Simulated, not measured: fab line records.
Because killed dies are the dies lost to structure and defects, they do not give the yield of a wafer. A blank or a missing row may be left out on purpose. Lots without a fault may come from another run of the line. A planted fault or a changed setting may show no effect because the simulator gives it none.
fab line records	flow n5-finfet
record: lots: 11	wafers: 33	last-day: 17
route steps=1938 shown ZERO_LAYER@4 WELL_APT@28 PMOS_HMC_CHANNEL_EPI@67 BEOL_M4@1111 PASSIVATION@1936
lots that met no fault: from a run of the same line without faults
start-h: start of the lot's first displayed wafer, in hours after the record's first day	wait-h: time in hours since the lot's previous step	" repeats the value in the row above	L1.1+2: one row covering several wafers at once	- no value, or no start given	* or withheld: withheld	< > ~ a bound
route shown NAME@n: NAME is a module with steps in the file, n the number in the route of the first one	usual: average and standard deviation across the fault-free wafers	same: alike in all rows	chamber/n: place in a boat	sites: each site's reading	_std_site: standard deviation across them	_edge_site: mean of outer sites minus mean of inner sites	radius-mm: for every site, how far away it sits from the centre of the wafer	mask NAME#n: copy n	behind: the last tool/chamber to shape the wafer	hold: what put the lot on hold/how long, in hours/how the hold closed	device: the transistor (n, p or np) that didn't switch	end of line: tests run on the same wafers once the route is complete	for a step that has no rows: nothing shown but its recipe	killed: the dies lost at the first sort to structure and to defects; this is not the yield of the wafer	map: a wafer's dies, x killed, . not, _ none there
set.NAME: the setting as run; set.NAME@STEP: as run at that earlier step	model.NAME: the simulator's own value behind a step, which no gauge read
route steps across a sampled set of lots; one table per step, one row per wafer
services: a tool's chamber out of use, with start hour (start-h, from the record's first day; less than 0 if before it), hours out, and reason
== steps ==
step: N5_ZERO_LAYER_PECVD_02
recipe: material: SiO2	target-thk-a: 100	temp-c: 400	precursor: SiH4/N2O	pressure-torr: 0.75	rf-w: 275	time-s: 6
usual: chamber-pressure-Torr: 0.7502/0.0017	heater-power-outer-w: 444/52	heater-power-w: 734/66	showerhead-plenum-p-Torr: 8.14/0.091	showerhead-vpp-V: 1059/65
lot.wafer	tool	chamber	start-h	wait-h	chamber-pressure-Torr	heater-power-outer-w	heater-power-w	showerhead-plenum-p-Torr	showerhead-vpp-V	since-wet-clean-h
L936.1	pecvd-01	2	18.28	0.0	0.7492	347	635	8.00	1023	149
L936.2	"	1	"	"	0.7501	460	704	8.13	949	1628
L936.6	"	0	"	"	0.7491	362	632	8.14	1000	-
L944.2	pecvd-03	1	66.28	0.0	0.7509	567	852	8.20	1017	1314
L944.4	"	1	"	"	0.7505	573	870	8.18	1012	-
L944.6	"	0	"	"	0.7483	457	738	8.27	1071	-
L945.1	pecvd-02	1	72.28	0.0	0.7492	421	754	8.05	1141	332
L945.3	"	0	"	"	0.7496	453	705	8.26	1036	1139
L945.5	"	1	"	"	0.7513	427	742	8.03	1139	-
L946.3	pecvd-01	2	78.29	0.0	-	-	-	-	-	-
L946.4	"	1	"	"	-	-	-	-	-	-
L946.5	"	0	"	"	-	-	-	-	-	-
L947.3	pecvd-02	1	84.28	0.0	-	-	-	-	-	-
L947.5	"	0	"	"	-	-	-	-	-	-
L947.6	"	2	"	"	-	-	-	-	-	-
L948.2	pecvd-02	2	90.28	0.0	-	-	-	-	-	-
L948.4	"	0	"	"	-	-	-	-	-	-
L948.5	"	1	"	"	-	-	-	-	-	-
L949.2	pecvd-03	2	96.29	0.0	0.7527	473	788	8.21	1145	2069
L949.3	"	1	"	"	0.7488	532	812	8.19	1035	-
L949.6	"	1	"	"	0.7499	528	819	8.20	1017	-
L952.2	pecvd-01	2	114.28	0.0	0.7479	431	718	7.97	1039	245
L952.4	"	2	"	"	0.7536	436	732	8.00	1022	-
L952.6	"	1	"	"	0.7523	391	612	8.16	956	-
L954.2	pecvd-01	1	126.28	0.0	0.7505	458	694	8.15	946	1736
L954.3	"	0	"	"	0.7477	392	700	8.14	1015	1011
L954.4	"	1	"	"	0.7505	446	717	8.15	934	-
L955.3	pecvd-01	2	132.28	0.0	0.7484	429	747	8.01	1019	263
L955.4	"	0	"	"	0.7472	425	762	8.15	1004	-
L955.6	"	1	"	"	0.7491	403	645	8.13	971	-
L956.4	pecvd-02	0	138.31	0.1	0.7518	440	679	8.24	1014	-
L956.5	"	1	"	"	0.7499	476	798	8.05	1130	-
L956.6	"	2	"	"	0.7493	446	771	8.06	1092	-
step: N5_ZERO_LAYER_ETCH_18
recipe: chemistry: HBr/Cl2	target: Si	target-depth-a: 1200	time-s: 40	pressure-mtorr: 10	icp-w: 800	bias-w: 75	HBr_flow_sccm: 150	Cl2_flow_sccm: 80
usual: drypump-motor-current-A: 5.7/0.36	oes-product-au: 1.002/0.019	throttle-valve-pct: 36.5/0.36
lot.wafer	tool	chamber	start-h	wait-h	drypump-motor-current-A	oes-product-au	rf-hours-counter-h	throttle-valve-pct
L936.1	rie-si-03	0	19.21	0.1	6.0	1.035	195	37.0
L936.2	"	2	"	"	5.3	1.020	51	36.4
L936.6	"	3	"	"	6.1	1.017	-	36.7
L944.2	rie-si-02	2	67.91	0.1	5.4	0.981	128	36.4
L944.4	"	1	"	"	5.7	1.002	20	36.2
L944.6	"	0	"	"	6.0	0.997	-	36.6
L945.1	rie-si-05	1	72.91	0.0	5.8	0.993	128	36.8
L945.3	"	2	"	"	5.2	0.997	157	35.8
L945.5	"	2	"	"	5.2	1.010	-	35.7
L946.3	rie-si-02	1	78.79	0.0	5.7	1.003	20	36.2
L946.4	"	3	"	"	5.3	0.999	32	36.1
L946.5	"	1	"	"	5.7	1.014	-	36.2
L947.3	rie-si-02	2	85.55	0.0	5.5	0.984	128	36.4
L947.5	"	2	"	"	5.5	0.989	-	36.4
L947.6	"	1	"	"	5.7	1.006	-	36.2
L948.2	rie-si-03	1	91.52	0.0	6.1	0.966	170	36.9
L948.4	"	0	"	"	6.1	1.029	196	37.0
L948.5	"	1	"	"	6.1	0.973	-	36.9
L949.2	rie-si-03	0	97.59	0.0	6.0	1.035	196	37.0
L949.3	"	2	"	"	5.3	1.015	53	36.4
L949.6	"	0	"	"	6.0	1.030	-	36.9
L952.2	rie-si-02	2	114.94	0.0	5.5	0.983	129	36.4
L952.4	"	3	"	"	5.3	1.004	-	36.1
L952.6	"	1	"	"	5.7	1.008	-	36.2
L954.2	rie-si-03	3	127.01	0.0	6.1	1.005	9	36.7
L954.3	"	2	"	"	5.3	1.008	53	36.4
L954.4	"	0	"	"	6.0	1.021	197	36.9
L955.3	rie-si-03	2	134.47	0.0	5.3	1.017	53	36.4
L955.4	"	3	"	"	6.1	1.008	-	36.7
L955.6	"	2	"	"	5.3	1.013	-	36.4
L956.4	rie-si-02	1	138.99	0.0	5.7	1.002	21	36.2
L956.5	"	1	"	"	5.7	1.009	-	36.2
L956.6	"	2	"	"	5.5	0.988	-	36.4
step: N5_WELL_APT_CD_MEAS_08
recipe: target-cd-nm: 200	landing-energy-ev: 500	detector: se-inlens
usual: cd-nm: 199.5/1.6
lot.wafer	tool	chamber	start-h	wait-h	cd-nm
L936.1	cd-sem-01	0	20.00	-	198.8
L936.2	"	0	"	"	201.1
L936.6	"	0	"	"	200.4
L944.2	cd-sem-01	0	68.68	-	200.3
L944.4	"	0	"	"	197.5
L944.6	"	0	"	"	201.0
L945.1	cd-sem-02	0	73.68	-	200.2
L945.3	"	0	"	"	201.0
L945.5	"	0	"	"	199.5
L948.2	cd-sem-01	0	92.42	-	199.2
L948.4	"	0	"	"	198.6
L948.5	"	0	"	"	197.9
L949.2	cd-sem-02	0	98.51	-	201.3
L949.3	"	0	"	"	200.9
L949.6	"	0	"	"	199.9
L952.2	cd-sem-03	0	115.71	-	197.4
L952.4	"	0	"	"	199.6
L952.6	"	0	"	"	200.5
L954.2	cd-sem-02	0	127.91	-	201.3
L954.3	"	0	"	"	200.5
L954.4	"	0	"	"	201.6
L955.3	cd-sem-02	0	135.45	-	197.4
L955.4	"	0	"	"	196.5
L955.6	"	0	"	"	198.2
L956.4	cd-sem-02	0	139.76	-	201.4
L956.5	"	0	"	"	201.9
L956.6	"	0	"	"	198.8
step: N5_PMOS_HMC_CHANNEL_EPI_INSPECT_11
recipe: mode: adi	inspect-instrument: macro
usual: raw-defect-count: 2.0/1.6
lot.wafer	tool	chamber	start-h	wait-h	raw-defect-count
L936.1	defect-inspect-02	-	23.70	0.0	2
L936.2	"	-	"	"	1
L936.6	"	-	"	"	1
L944.2	defect-inspect-01	-	72.13	0.0	1
L944.4	"	-	"	"	2
L944.6	"	-	"	"	2
L945.1	defect-inspect-02	-	77.55	0.0	0
L945.3	"	-	"	"	5
L945.5	"	-	"	"	1
L948.2	defect-inspect-02	-	95.78	0.0	1
L948.4	"	-	"	"	3
L948.5	"	-	"	"	4
L949.2	defect-inspect-01	-	102.00	0.0	4
L949.3	"	-	"	"	1
L949.6	"	-	"	"	3
L952.2	defect-inspect-01	-	119.13	0.0	2
L952.4	"	-	"	"	0
L952.6	"	-	"	"	4
L954.2	defect-inspect-02	-	132.23	0.0	1
L954.3	"	-	"	"	0
L954.4	"	-	"	"	4
L955.3	defect-inspect-01	-	139.26	0.0	0
L955.4	"	-	"	"	1
L955.6	"	-	"	"	1
L956.4	defect-inspect-01	-	143.59	0.0	0
L956.5	"	-	"	"	1
L956.6	"	-	"	"	2
step: N5_BEOL_M4_RC_MEAS_101
usual: CJ_N: 4.30/0.078	DIBL_N: 36.5/2	DIBL_P: 36.5/2.3	IOFF_N: 0.16/0.036	IOFF_P: 0.21/0.037	ION_N: 672/12	ION_P: 459/7.1	RS_PWELL: 3010/21	SS_N: 71.6/0.73	SS_P: 73.4/0.76	VT_N: 250/3.3	VT_P: -250.5/2.9
lot.wafer	tool	chamber	start-h	wait-h	CJ_N	DIBL_N[mV/V]	DIBL_P[mV/V]	IOFF_N[nA/um]	IOFF_P[nA/um]	ION_N[uA/um]	ION_P[uA/um]	RS_PWELL[ohm/sq]	SS_N[mV/dec]	SS_P[mV/dec]	VT_N[mV]	VT_P[mV]
L936.1	prober-02	0	191.31	0.0	4.32	37.5	37.7	0.16	0.22	672	459	3013	71.8	74.5	248	-247.8
L936.2	"	0	"	"	4.32	39.7	40.1	0.20	0.25	676	464	3016	72.6	74.9	248	-246.5
L936.6	"	0	"	"	4.25	38.2	38.4	0.17	0.23	673	461	3021	72.1	74.8	250	-249.2
L944.2	prober-02	0	229.58	0.2	4.26	37.6	38.5	0.18	0.23	675	461	3049	72.6	74.5	248	-248.7
L944.4	"	0	"	"	4.24	36.0	36.5	0.15	0.19	680	461	3068	71.7	73.3	249	-250.3
L944.6	"	0	"	"	4.21	33.6	33.9	0.11	0.16	664	451	3053	70.6	72.6	255	-253.8
L945.1	prober-01	0	229.86	0.0	4.27	34.3	35.4	0.13	0.20	664	462	2985	71.3	72.5	253	-249.4
L945.3	"	0	"	"	4.30	33.8	33.2	0.11	0.16	630	439	3043	72.2	72.7	259	-255.7
L945.5	"	0	"	"	4.35	31.9	32.0	0.10	0.16	658	459	2997	71.1	72.3	255	-251.8
L949.2	prober-02	0	257.76	0.2	4.21	38.6	38.0	0.19	0.24	666	449	2975	72.4	73.0	248	-249.1
L949.3	"	0	"	"	4.22	36.4	35.2	0.14	0.18	649	452	2997	72.4	72.6	254	-252.1
L949.6	"	0	"	"	4.27	38.8	38.0	0.18	0.23	664	457	2991	72.6	73.2	253	-249.6
L948.2	prober-01	0	259.40	0.2	3.38	37.2	37.0	0.18	0.22	666	451	2806	72.4	73.6	249	-251.2
L948.4	"	0	"	"	3.39	39.8	37.6	0.29	0.26	656	448	2803	76.1	74.5	250	-248.6
L948.5	"	0	"	"	3.42	38.2	39.6	0.22	0.28	672	465	2804	73.3	74.0	247	-245.4
L952.2	prober-01	0	280.33	0.2	4.29	36.3	34.2	0.15	0.18	670	454	2999	71.7	73.4	251	-254.5
L952.4	"	0	"	"	4.33	36.5	35.2	0.15	0.19	683	465	3002	71.3	73.0	248	-249.9
L952.6	"	0	"	"	4.20	36.8	35.0	0.15	0.19	663	453	2976	72.0	73.7	254	-252.3
L954.2	prober-02	0	296.75	0.2	4.36	36.0	36.4	0.16	0.20	654	452	3009	72.2	73.7	251	-253.1
L954.3	"	0	"	"	4.34	32.4	33.5	0.12	0.16	668	463	2988	70.2	72.5	250	-252.6
L954.4	"	0	"	"	4.40	38.2	40.1	0.22	0.26	693	474	3018	72.2	73.2	244	-248.4
L956.4	prober-01	0	297.56	0.5	4.26	39.5	41.0	0.23	0.29	697	475	3010	71.6	74.7	243	-246.4
L956.5	"	0	"	"	4.29	36.8	37.8	0.18	0.24	688	464	3021	71.4	73.5	246	-246.8
L956.6	"	0	"	"	4.23	34.2	34.2	0.12	0.17	664	459	2997	71.0	72.8	254	-250.7
L955.3	prober-02	0	298.06	0.3	4.33	36.7	36.8	0.15	0.20	670	454	2999	71.4	73.5	253	-255.1
L955.4	"	0	"	"	4.38	38.1	38.8	0.17	0.22	671	458	3023	71.5	73.9	248	-251.8
L955.6	"	0	"	"	4.40	38.2	38.9	0.17	0.23	678	458	3026	72.2	73.0	249	-251.8
step: N5_PASSIVATION_PROBE_49
usual: defect-limited-yield: 91.4/1.4	killed_at_M0_to_M3: 33/11	killed_at_M4_up: 13/5.3	killed-at-contacts: 13/6.1	killed-at-front-end: 40/11	killed-at-other: 2.9/2.7	killed-dies: 102/17	killed-open: 68/13	killed-short: 32/7.5	sort_bin_4_leakage: 0.00/0.022	sort_bin_5_function: 5.1/0.98	sort_bin_6_memory: 3.2/0.69	sort_bin_8_speed: 0.1/1.1	sort-n-pass: 1077/21	sort-yield-pct: 91.3/1.7
same: gross-dies: 1180	killed-at-back-side: 0
lot.wafer	tool	chamber	start-h	wait-h	defect-limited-yield[%]	killed_at_M0_to_M3	killed_at_M4_up	killed-at-contacts	killed-at-front-end	killed-at-other	killed-dies	killed-open	killed-short	sort_bin_4_leakage[%]	sort_bin_5_function[%]	sort_bin_6_memory[%]	sort_bin_8_speed[%]	sort-n-pass	sort-yield-pct[%]
L949.2	prober-01	-	378.43	0.1	93.6	30	7	7	30	1	75	56	19	0	3.5	2.7	0	1105	93.6
L949.3	prober-01	-	378.48	0.1	90.9	54	4	6	42	1	107	67	38	0	5.6	2.7	0	1073	90.9
L949.6	prober-01	-	378.63	0.3	92.8	27	4	15	39	0	85	58	21	0	3.6	3.0	0	1095	92.8
killed by level:class
L949.2 FIN_SAQP:geometric-particle:open=12 BEOL_M0_SAQP:geometric-particle:open=7 MOL_CONTACT_COAG:geometric-particle:open=6 BEOL_M0_SAQP:geometric-particle:short=6 FIN_SAQP:geometric-particle:short=5 BEOL_M2:geometric-particle:open=5 BEOL_M4:geometric-particle:open=5 STI_FIN_REVEAL:geometric-particle:open=4
L949.3 BEOL_M0_SAQP:geometric-particle:open=15 BEOL_M0_SAQP:geometric-particle:short=14 FIN_SAQP:geometric-particle:open=13 BEOL_M2:geometric-particle:open=10 FIN_SAQP:geometric-particle:short=6 MOL_CONTACT_COAG:geometric-particle:open=6 BEOL_M2:geometric-particle:short=6 GATE_CUT:geometric-particle:short=5
L949.6 MOL_CONTACT_COAG:geometric-particle:open=11 FIN_SAQP:geometric-particle:open=10 BEOL_M3:geometric-particle:open=10 DUMMY_GATE:geometric-particle:open=6 HKMG_FIN:area-etch=6 BEOL_M0_SAQP:geometric-particle:short=5 BEOL_M0_SAQP:geometric-particle:open=5 MOL_CONTACT_COAG:geometric-particle:short=4
== services ==
tool	chamber	start-h	hours	kind
pecvd-02	0	-2.56	5.5	scheduled-down
rie-si-02	1	3.22	4.5	repair
pecvd-02	-	10.60	1.0	repair
pecvd-03	-	11.64	2.2	repair
pecvd-02	2	18.25	2.1	scheduled-down
pecvd-03	0	24.51	2.1	scheduled-down
pecvd-03	2	45.88	5.0	scheduled-down
pecvd-03	-	48.18	0.8	repair
rie-si-05	0	72.29	-	clean
rie-si-05	0	72.29	12.0	scheduled-down
rie-si-05	0	72.29	12.0	vent-cycle
pecvd-03	0	91.03	5.5	scheduled-down
pecvd-02	-	91.39	1.7	repair
rie-si-02	0	110.44	-	clean
rie-si-02	0	110.44	14.5	scheduled-down
rie-si-02	0	110.44	14.5	vent-cycle
rie-si-03	-	110.53	2.8	pm
rie-si-03	0	129.17	-	clean
rie-si-03	0	129.17	15.0	scheduled-down
rie-si-03	0	129.17	15.0	vent-cycle
pecvd-03	2	132.33	2.1	scheduled-down
== key ==
first-sign: step: N5_ZERO_LAYER_PECVD_02	reading: tool-record	direction: missing
effect: step: N5_BEOL_M4_RC_MEAS_101	reading: CJ_N	direction: down	sigmas: 12	usual: 4.30	struck: 3.40
effect: step: N5_BEOL_M4_RC_MEAS_101	reading: RS_PWELL	direction: down	sigmas: 9.9	usual: 3010	struck: 2804
effect: step: N5_BEOL_M4_RC_MEAS_101	reading: SS_N	direction: up	sigmas: 3.2	usual: 71.6	struck: 73.9	wafers-moved: 1
met-at N5_ZERO_LAYER_PECVD_02
struck-lots L946,L947,L948
rows-end L946.3,L946.4,L946.5,L947.3,L947.5,L947.6,L948.2,L948.4,L948.5
not-acting-at N5_ZERO_LAYER_ETCH_18,N5_WELL_APT_CD_MEAS_08,N5_PMOS_HMC_CHANNEL_EPI_INSPECT_11
onset-between 72.28 78.29
fault: kind: skipped-step-whole	tool: pecvd-01,pecvd-02	chamber: -	onset-h: 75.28	steps: N5_ZERO_LAYER_PECVD_02	scope: struck-lots-only
rows-end: these wafers met a further fault down the route, and their rows from its step on are left out
